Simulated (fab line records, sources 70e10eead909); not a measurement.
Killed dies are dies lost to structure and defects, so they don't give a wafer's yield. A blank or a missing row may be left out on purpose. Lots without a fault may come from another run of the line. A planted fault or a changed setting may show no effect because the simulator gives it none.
Chamber matching | flow nand_harc | NHARC_A_SLIT_ETCH_24 on rie_diel-10: 4 sister chambers
The step etches the open film in CF4/CHF3, target depth 121 nm, time 60.5 s. 8 wafers are shown with their chamber, then 10 later ones without.

WAFERS WITH THEIR CHAMBER
wafer  | chamber | drypump_motor_current_A (A) | rf_vpp_V (V)
L085.2 | 3       | 6.0                         | 371.4
L085.3 | 2       | 4.9                         | 367.8
L085.4 | 0       | 5.3                         | 366.3
L086.3 | 3       | 6.0                         | 369.4
L086.4 | 0       | 5.2                         | 366.2
L086.6 | 1       | 5.4                         | 372.5
L089.3 | 1       | 5.4                         | 371.7
L089.4 | 2       | 4.9                         | 366.2

WAFERS WITHOUT THEIR CHAMBER
wafer  | drypump_motor_current_A (A) | rf_vpp_V (V)
L089.5 | 5.2                         | 366.4
L091.2 | 6.0                         | 371.4
L091.3 | 5.4                         | 370.5
L091.4 | 5.2                         | 367.6
L096.1 | 5.4                         | 371.4
L096.3 | 5.2                         | 368.2
L096.5 | 6.0                         | 370.0
L097.2 | 5.4                         | 372.5
L097.3 | 4.9                         | 364.7
L097.4 | 5.2                         | 366.4

WHICH CHAMBER EACH WENT THROUGH
wafer  | from the rows above | in truth
L089.5 | 0                   | 0
L091.2 | 3                   | 3
L091.3 | 1                   | 1
L091.4 | 0                   | 0
L096.1 | 1                   | 1
L096.3 | 0                   | 0
L096.5 | 3                   | 3
L097.2 | 1                   | 1
L097.3 | 2                   | 2
L097.4 | 0                   | 0
Placed correctly: 10 of 10. Can't be placed from these rows: 0. Placed wrongly: 0.
How it was worked out, from the rows above alone: a wafer's distance from a chamber is the root of the sum, over the readings, of the square of ((its reading less the chamber's mean) divided by the reading's scatter). The wafer belongs to the nearest chamber; if the next one is less than 2 further off, it can't be placed. A chamber's mean is the mean of its shown wafers. The scatter: the root of (the sum of the squares of (reading less its chamber's mean) over the shown wafers, divided by (wafers less chambers)).
